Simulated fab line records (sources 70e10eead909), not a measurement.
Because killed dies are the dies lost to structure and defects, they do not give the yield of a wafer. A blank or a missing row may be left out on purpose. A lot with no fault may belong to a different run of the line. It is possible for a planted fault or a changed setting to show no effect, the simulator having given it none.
Matching of chambers -- flow nand-harc -- 3 sister chambers for NHARC_A_STAIRCASE_STRIP_476 on rie-diel-04
The step strips in O2, time 20 s. 6 wafers are shown with their chamber, then 4 later ones without.

WAFERS WITH THEIR CHAMBER
wafer,chamber,showerhead-plenum-p-Torr (Torr),drypump-motor-current-A (A)
L086.4,0,3.29,6.1
L085.1,1,3.61,6.8
L085.2,0,3.29,6.1
L085.5,3,3.42,6.1
L094.1,3,3.41,6.0
L094.2,1,3.59,6.8

WAFERS WHOSE CHAMBER IS MISSING
wafer,showerhead-plenum-p-Torr (Torr),drypump-motor-current-A (A)
L094.4,3.79,6.1
L093.4,3.79,6.1
L097.1,3.59,6.7
L097.4,3.79,6.1

THE CHAMBER EACH PASSED THROUGH
wafer,from the rows above,in truth
L094.4,1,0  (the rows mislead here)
L093.4,1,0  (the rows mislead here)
L097.1,1,1
L097.4,1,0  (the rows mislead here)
Correct placement for 1 of the 4. Can't be placed from these rows: 0. Number placed wrongly: 3.
How it was worked out, from the rows above alone: a wafer's distance from a chamber is the root of the sum, over the readings, of the square of ((its reading less the chamber's mean) divided by the reading's scatter). If the next closest chamber is less than 2 further off than the closest, the wafer can't be placed; otherwise it belongs to the closest. The mean given for a chamber averages the wafers shown for that chamber. The scatter: take each reading less its chamber's mean, square it, sum over the shown wafers, divide by the number of wafers less the number of chambers, and take the root.
